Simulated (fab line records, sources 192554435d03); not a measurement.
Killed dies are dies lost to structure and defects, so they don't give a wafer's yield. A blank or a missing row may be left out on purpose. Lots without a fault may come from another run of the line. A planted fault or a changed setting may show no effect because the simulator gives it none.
fab line records | flow n5_finfet | part 2 of 2: steps 16 to 16 of 16
record lots=7 wafers=21 last_day=17
route steps=1938 shown FIN_CUT@163 BEOL_M4@1111 PASSIVATION@1936
lots that met no fault: from a run of the same line without faults
start_h: hours from the record's first day to the start of the lot's first wafer shown | wait_h: hours since the lot's step before | " the same as in the row above | L1.1+2: a row that stands for several wafers | - no value, or no start given | * or withheld: withheld | < > ~ a bound
route shown NAME@n: a module of which the file shows steps, and the number in the route of the first | usual: mean/standard deviation of fault-free wafers | same: alike in all rows | chamber/n: place in a boat | sites: the reading at each site | _std_site: their standard deviation | _edge_site: outer sites' mean less inner sites' | radius_mm: how far each site lies from the wafer's centre | mask NAME#n: copy n | behind: the tool/chamber that last shaped the wafer | hold: why the lot was held/for how many hours/how that ended | device: the transistor (n, p or np) that didn't switch | end of line: the same wafers' tests at the end of the route | a step without rows: its recipe alone | killed: dies lost to structure and defects at the first sort, not the wafer's yield | map: a wafer's dies, x killed, . not, _ none there
set.NAME: the setting as run; set.NAME@STEP: as run at that earlier step | model.NAME: the simulator's own value behind a step, which no gauge read
lots at some steps of the route; a table a step, a row a wafer
services: from which hour (start_h, from the record's first day; less than 0 if before it) a tool's chamber was out of use, for how many hours, and why
## steps
# step N5_PASSIVATION_PROBE_49
# usual defect_limited_yield=91.3/1.5 killed_at_M0_to_M3=35/10 killed_at_M4_up=12/4.6 killed_at_contacts=13/6.6 killed_at_front_end=39/11 killed_at_other=4/3.4 killed_dies=103/17 killed_on_rim=14/4.1 killed_open=67/13 killed_short=35/8.2 sort_bin_5_function=5.1/0.94 sort_bin_6_memory=3.2/0.7 sort_n_pass=1077/17 sort_yield_pct=91.3/1.5
# same gross_dies=1180 killed_at_back_side=0 sort_bin_4_leakage[%]=0 sort_bin_8_speed[%]=0
# columns lot.wafer tool chamber start_h wait_h defect_limited_yield[%] killed_at_M0_to_M3 killed_at_M4_up killed_at_contacts killed_at_front_end killed_at_other killed_dies killed_on_rim killed_open killed_short sort_bin_5_function[%] sort_bin_6_memory[%] sort_n_pass sort_yield_pct[%]
L397.2 prober-01 - 269.94 0.1 93.6 23 8 7 37 0 75 10 50 22 4.1 2.2 1105 93.6
L397.3 prober-01 - 269.99 0.1 90.6 23 16 6 60 6 111 16 63 37 5.8 2.5 1069 90.6
L397.5 prober-01 - 270.09 0.2 89.8 42 16 1 61 0 120 17 83 37 6.8 3.1 1060 89.8
L400.4 prober-02 - 300.43 0.2 92.1 43 8 5 36 1 93 9 59 34 4.7 2.8 1087 92.1
L400.5 prober-02 - 300.48 0.2 89.8 45 9 21 44 1 120 19 88 31 6.4 3.5 1060 89.8
L400.6 prober-02 - 300.53 0.3 91.7 36 15 16 28 3 98 11 66 30 4.7 3.5 1082 91.7
L406.3 prober-01 - 326.49 0.1 90.9 43 13 7 39 5 107 14 87 20 5.4 3.4 1073 90.9
L406.5 prober-01 - 326.59 0.2 90.1 37 11 25 40 4 117 17 73 43 4.6 4.9 1063 90.1
L406.6 prober-01 - 326.64 0.3 88.9 56 11 16 47 1 131 17 88 41 6.8 3.8 1049 88.9
L408.3 prober-01 - 337.60 0.1 92.5 34 11 2 39 3 89 13 59 29 4.7 2.5 1091 92.5
L408.5 prober-01 - 337.70 0.2 89.9 53 13 2 46 5 119 12 83 35 5.5 4.2 1061 89.9
L408.6 prober-01 - 337.75 0.3 89.8 57 8 11 43 1 120 12 77 40 5.4 4.3 1060 89.8
L409.1 prober-01 - 342.96 0.0 92.0 26 16 3 42 7 94 14 60 34 4.8 3.0 1086 92.0
L409.3 prober-01 - 343.06 0.1 91.9 31 8 10 42 5 96 12 54 41 5.0 2.5 1084 91.9
L409.6 prober-01 - 343.21 0.3 93.4 35 4 8 25 6 78 17 51 26 3.3 3.1 1102 93.4
L415.1 prober-02 - 388.98 0.0 90.7 18 7 14 66 5 110 15 57 51 5.9 2.9 1070 90.7
L415.2 prober-02 - 389.03 0.1 90.4 37 9 14 46 7 113 17 71 39 5.2 4.2 1067 90.4
L415.5 prober-02 - 389.18 0.2 92.5 12 8 11 54 3 88 15 63 25 4.7 2.7 1092 92.5
L417.2 prober-02 - 406.16 0.1 93.3 40 10 2 25 2 79 8 48 31 3.6 3.1 1101 93.3
L417.3 prober-02 - 406.21 0.1 93.4 23 11 3 41 0 78 5 46 32 4.4 1.8 1102 93.4
L417.5 prober-02 - 406.31 0.2 92.0 38 11 5 40 0 94 13 61 33 4.9 2.7 1086 92.0
# killed by level:class
L397.2 STI_FIN_REVEAL:geometric_particle:open=16 FIN_SAQP:geometric_particle:short=5 BEOL_M1:geometric_particle:open=5 BEOL_M4:geometric_particle:open=5 BEOL_M3:geometric_particle:open=4 FIN_SAQP:geometric_particle:open=3 MOL_CONTACT_COAG:geometric_particle:open=3 MOL_CONTACT_COAG:geometric_particle:short=3
L397.3 STI_FIN_REVEAL:geometric_particle:open=18 FIN_SAQP:geometric_particle:short=9 HKMG_FIN:area_etch=9 FIN_SAQP:geometric_particle:open=7 MOL_CONTACT_COAG:geometric_particle:open=6 BEOL_M3:geometric_particle:open=6 STI_FIN_REVEAL:geometric_particle:short=5 BEOL_M4:geometric_particle:open=5
L397.5 STI_FIN_REVEAL:geometric_particle:open=19 BEOL_M0_SAQP:geometric_particle:open=15 FIN_SAQP:geometric_particle:short=14 FIN_SAQP:geometric_particle:open=9 BEOL_M4:geometric_particle:open=8 BEOL_M3:geometric_particle:open=7 BEOL_M0_SAQP:geometric_particle:short=6 BEOL_M2:geometric_particle:open=6
L400.4 FIN_SAQP:geometric_particle:open=13 BEOL_M3:geometric_particle:open=10 BEOL_M1:geometric_particle:open=9 GATE_CUT:geometric_particle:short=6 BEOL_M0_SAQP:geometric_particle:short=6 BEOL_M1:geometric_particle:short=5 BEOL_M2:geometric_particle:open=5 BEOL_M3:geometric_particle:short=5
L400.5 MOL_CONTACT_COAG:geometric_particle:open=18 BEOL_M1:geometric_particle:open=15 FIN_SAQP:geometric_particle:open=13 STI_FIN_REVEAL:geometric_particle:open=12 BEOL_M2:geometric_particle:open=8 GATE_CUT:geometric_particle:open=5 BEOL_M0_SAQP:geometric_particle:short=5 BEOL_M3:geometric_particle:open=5
L400.6 MOL_CONTACT_COAG:geometric_particle:open=13 BEOL_M0_SAQP:geometric_particle:open=9 BEOL_M2:geometric_particle:open=8 BEOL_M0_SAQP:geometric_particle:short=7 FIN_SAQP:geometric_particle:short=6 FIN_SAQP:geometric_particle:open=4 STI_FIN_REVEAL:geometric_particle:open=4 STARTING-WAFER:geometric_particle:open=4
L406.3 FIN_SAQP:geometric_particle:open=11 BEOL_M0_SAQP:geometric_particle:open=10 BEOL_M1:geometric_particle:open=10 FIN_SAQP:geometric_particle:short=8 BEOL_M3:geometric_particle:open=8 MOL_CONTACT_COAG:geometric_particle:open=7 GATE_CUT:geometric_particle:open=6 BEOL_M2:geometric_particle:open=6
L406.5 MOL_CONTACT_COAG:geometric_particle:open=18 BEOL_M0_SAQP:geometric_particle:short=12 STI_FIN_REVEAL:geometric_particle:open=7 DUMMY_GATE:geometric_particle:open=7 MOL_CONTACT_COAG:geometric_particle:short=7 FIN_SAQP:geometric_particle:short=6 BEOL_M0:geometric_particle:open=5 BEOL_M0_SAQP:geometric_particle:open=4
L406.6 MOL_CONTACT_COAG:geometric_particle:open=12 BEOL_M3:geometric_particle:open=11 BEOL_M2:geometric_particle:open=9 BEOL_M1:geometric_particle:open=8 STI_FIN_REVEAL:geometric_particle:open=7 DUMMY_GATE:geometric_particle:open=6 FIN_SAQP:geometric_particle:short=5 GATE_CUT:geometric_particle:short=5
L408.3 STI_FIN_REVEAL:geometric_particle:open=18 BEOL_M3:geometric_particle:open=8 BEOL_M0_SAQP:geometric_particle:short=7 BEOL_M0_SAQP:geometric_particle:open=6 BEOL_M1:geometric_particle:open=6 FIN_SAQP:geometric_particle:short=5 STI_FIN_REVEAL:geometric_particle:short=4 BEOL_M4:geometric_particle:open=4
L408.5 FIN_SAQP:geometric_particle:open=16 BEOL_M0_SAQP:geometric_particle:open=13 BEOL_M0_SAQP:geometric_particle:short=11 BEOL_M3:geometric_particle:open=10 BEOL_M4:geometric_particle:open=7 STI_FIN_REVEAL:geometric_particle:open=6 BEOL_M0:geometric_particle:open=5 FIN_SAQP:geometric_particle:short=4
L408.6 BEOL_M1:geometric_particle:open=23 STI_FIN_REVEAL:geometric_particle:open=17 FIN_SAQP:geometric_particle:short=9 MOL_CONTACT_COAG:geometric_particle:open=8 BEOL_M2:geometric_particle:open=8 STI_FIN_REVEAL:geometric_particle:short=6 BEOL_M0_SAQP:geometric_particle:open=5 BEOL_M3:geometric_particle:short=4
L409.1 FIN_SAQP:geometric_particle:short=12 FIN_SAQP:geometric_particle:open=9 BEOL_M0:geometric_particle:open=6 BEOL_M2:geometric_particle:open=6 DUMMY_GATE:geometric_particle:open=5 BEOL_M1:geometric_particle:open=5 STARTING-WAFER:geometric_particle:open=3 STI_FIN_REVEAL:geometric_particle:open=3
L409.3 FIN_SAQP:geometric_particle:short=11 BEOL_M2:geometric_particle:open=9 FIN_SAQP:geometric_particle:open=8 MOL_CONTACT_COAG:geometric_particle:open=7 BEOL_M3:geometric_particle:open=6 STARTING-WAFER:geometric_particle:open=6 STI_FIN_REVEAL:geometric_particle:open=5 BEOL_M2:geometric_particle:short=5
L409.6 BEOL_M2:geometric_particle:open=15 FIN_SAQP:geometric_particle:short=7 MOL_CONTACT_COAG:geometric_particle:open=6 DUMMY_GATE:geometric_particle:open=4 BEOL_M0_SAQP:geometric_particle:open=4 BEOL_M0:geometric_particle:open=4 STI_FIN_REVEAL:geometric_particle:open=3 BEOL_M1:geometric_particle:short=3
L415.1 FIN_SAQP:geometric_particle:short=19 STI_FIN_REVEAL:geometric_particle:open=16 FIN_SAQP:geometric_particle:open=13 MOL_CONTACT_COAG:geometric_particle:open=10 BEOL_M0_SAQP:geometric_particle:short=7 STI_FIN_REVEAL:geometric_particle:short=6 GATE_CUT:geometric_particle:short=4 MOL_CONTACT_COAG:geometric_particle:short=4
L415.2 BEOL_M0_SAQP:geometric_particle:short=13 MOL_CONTACT_COAG:geometric_particle:open=12 FIN_SAQP:geometric_particle:open=11 STI_FIN_REVEAL:geometric_particle:open=11 FIN_SAQP:geometric_particle:short=10 BEOL_M2:geometric_particle:open=9 BEOL_M0_SAQP:geometric_particle:open=9 STARTING-WAFER:geometric_particle:open=4
L415.5 FIN_SAQP:geometric_particle:open=21 STI_FIN_REVEAL:geometric_particle:open=10 MOL_CONTACT_COAG:geometric_particle:open=10 FIN_SAQP:geometric_particle:short=9 DUMMY_GATE:geometric_particle:open=4 BEOL_M0_SAQP:geometric_particle:short=4 BEOL_M5:geometric_particle:open=4 BEOL_M2:geometric_particle:open=3
L417.2 BEOL_M0_SAQP:geometric_particle:open=13 BEOL_M1:geometric_particle:open=10 FIN_SAQP:geometric_particle:short=6 BEOL_M0_SAQP:geometric_particle:short=6 BEOL_M3:geometric_particle:open=6 BEOL_M4:geometric_particle:open=6 GATE_CUT:geometric_particle:short=4 STARTING-WAFER:geometric_particle:short=4
L417.3 FIN_SAQP:geometric_particle:short=15 FIN_SAQP:geometric_particle:open=8 BEOL_M1:geometric_particle:open=6 BEOL_M2:geometric_particle:open=6 BEOL_M0_SAQP:geometric_particle:open=4 STI_FIN_REVEAL:geometric_particle:open=3 DUMMY_GATE:geometric_particle:open=3 SPACER0:geometric_particle:open=3
L417.5 FIN_SAQP:geometric_particle:open=12 BEOL_M0_SAQP:geometric_particle:open=11 BEOL_M0_SAQP:geometric_particle:short=8 BEOL_M3:geometric_particle:open=7 STARTING-WAFER:geometric_particle:short=6 FIN_SAQP:geometric_particle:short=5 MOL_CONTACT_COAG:geometric_particle:open=5 BEOL_M4:geometric_particle:open=4
## services
# columns tool chamber start_h hours kind
rie_diel-03 1 18.57 4.2 repair
rie_diel-01 0 83.87 - clean
rie_diel-01 0 83.87 - consumable_replace:focus_ring
rie_diel-01 0 83.87 18.3 scheduled_down
rie_diel-01 0 83.87 18.3 vent_cycle
rie_diel-03 1 85.69 1.9 repair
rie_diel-01 - 94.95 0.5 repair
rie_diel-02 - 105.28 14.6 pm
vapor_etch-02 - 115.79 2.8 pm
rie_diel-03 2 116.00 - clean
rie_diel-03 2 116.00 - consumable_replace:focus_ring
rie_diel-03 2 116.00 23.7 scheduled_down
rie_diel-03 2 116.00 23.7 vent_cycle
rie_diel-02 3 147.89 - clean
rie_diel-02 3 147.89 - consumable_replace:esc
rie_diel-02 3 147.89 - consumable_replace:focus_ring
rie_diel-02 3 147.89 - consumable_replace:showerhead
